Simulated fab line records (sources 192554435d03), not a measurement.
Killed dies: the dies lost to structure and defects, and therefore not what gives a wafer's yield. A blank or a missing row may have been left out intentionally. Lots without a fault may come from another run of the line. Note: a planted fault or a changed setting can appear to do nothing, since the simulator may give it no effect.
Split-lot study    flow n5Finfet    route with 1938 steps; 7 lots, 21 wafers read

== ON THE SPLIT ==
At N5_BEOL_M4_DESCUM_16 (chemistry O2, time 7 s), the setting timeS was moved away from the recipe's 7 s on 10 of the 21 wafers read, by -14.1% to +14.2%. The other wafers ran this setting at the recipe's value.

== THE PATH FROM SPLIT TO READING: the file shows 1 step between them ==
- N5_BEOL_M4_ETCH_74: etches underlayer in N2/H2, target depth 6.5 nm, time 5.2 s

== THE READING ==
CAR-EUV_of_BEOL_M4_COAT_05.thkNm (the simulator's own value, which no gauge read), in nm, at N5_BEOL_M4_ETCH_63 (etches SiARC in CF4, target depth 15.6 nm, time 26 s). The file does not state a usual value for it.

wafer   tool, chamber at the split  timeS as run, s  against the recipe  CAR-EUV_of_BEOL_M4_COAT_05.thkNm, nm  against lot-mates on the recipe
L074.2  rieDiel-04, 2               6.511            -7.0%               11.4                                  +0.2
L074.4  rieDiel-04, 0,2             7                recipe              11.2                                  -
L074.6  rieDiel-04, 0,2             7                recipe              11.2                                  -
L080.2  rieDiel-02, 2               7                recipe              11.2                                  -
L080.6  rieDiel-02, 2               7                recipe              11.2                                  -
L080.5  rieDiel-02, 1               6.274            -10.4%              11.6                                  +0.4
L081.1  rieDiel-03, 2,0             7.997            +14.2%              10.8                                  -0.4
L081.5  rieDiel-03, 2,0             7.997            +14.2%              10.8                                  -0.4
L081.3  rieDiel-03, 3               7                recipe              11.2                                  -
L084.2  rieDiel-03, 0               7.505            +7.2%               11                                    -0.2
L084.4  rieDiel-03, 1               7.505            +7.2%               11                                    -0.2
L084.3  rieDiel-03, 2               7                recipe              11.2                                  -
L085.1  rieDiel-02, 0,1             7                recipe              11.2                                  -
L085.3  rieDiel-02, 0,1             7                recipe              11.2                                  -
L085.2  rieDiel-02, 2               6.011            -14.1%              11.8                                  +0.6
L089.1  rieDiel-03, 1               6.343            -9.4%               11.6                                  no lot-mate on the recipe
L089.4  rieDiel-03, 2,3             6.343            -9.4%               11.4                                  no lot-mate on the recipe
L089.6  rieDiel-03, 2,3             6.343            -9.4%               11.2                                  no lot-mate on the recipe
L094.1  rieDiel-03, 2,0,2           7                recipe              11.2                                  -
L094.2  rieDiel-03, 2,0,2           7                recipe              11.2                                  -
L094.6  rieDiel-03, 2,0,2           7                recipe              11.2                                  -
When a row names more than one chamber, that row covers several wafers, and the file does not tell which wafer ran in which chamber.

THE FIT
A straight line over all 21 wafers: CAR-EUV_of_BEOL_M4_COAT_05.thkNm changes by -0.03 nm for each +1% of timeS; r = -0.94; the points scatter about the line by 0.086 nm.
The same after taking each lot's own level away (the mean of its wafers on the recipe; 18 wafers): -0.033 nm for each +1%; r = -0.99; scatter 0.041 nm.
According to that fit, moving timeS by its largest amount changes the reading by 0.47 nm.
The lots' own levels span 11.20 to 11.20 nm.
Consequently the slope shifts little with the lot-to-lot level, the two slopes agreeing.
Check: with one of the wafers moved furthest among these (+14.2%) left out of the fit, the line predicts -0.467 nm for it against its lot-mates. Against them it came out at -0.4 nm.

== FURTHER SPLITS ON THESE WAFERS ==
Other splits were also applied to these wafers ahead of the reading. Each is held against what the fit with the lots' levels taken away leaves over:
other split on the same wafers  wafers away from the commonest value  r with CAR-EUV_of_BEOL_M4_COAT_05.thkNm (lot level and that fit taken away)
N5_BEOL_M3_EXPOSE_08 doseMj     9                                     -0.20

== THE WHOLE CHAIN: every reading that the file lists as answering this split, in the file's order ==
step                  what it does                                                 reading                                                                            change (the file's fit)                 r (the file's)
N5_BEOL_M4_DESCUM_16  chemistry O2, time 7 s                                       CAR-EUV_of_BEOL_M4_COAT_05.thkNm (the simulator's own value, which no gauge read)  -0.0288 nm for each +1% of the setting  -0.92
N5_BEOL_M4_ETCH_74    etches underlayer in N2/H2, target depth 6.5 nm, time 5.2 s  CAR-EUV_of_BEOL_M4_COAT_05.thkNm (the simulator's own value, which no gauge read)  -0.0311 nm for each +1% of the setting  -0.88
N5_BEOL_M4_ETCH_63    etches SiARC in CF4, target depth 15.6 nm, time 26 s         CAR-EUV_of_BEOL_M4_COAT_05.thkNm (the simulator's own value, which no gauge read)  -0.0346 nm for each +1% of the setting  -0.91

== FILE'S OWN FIT ==
CAR-EUV_of_BEOL_M4_COAT_05.thkNm changes by -0.0346 nm for each +1% of timeS, r = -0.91.
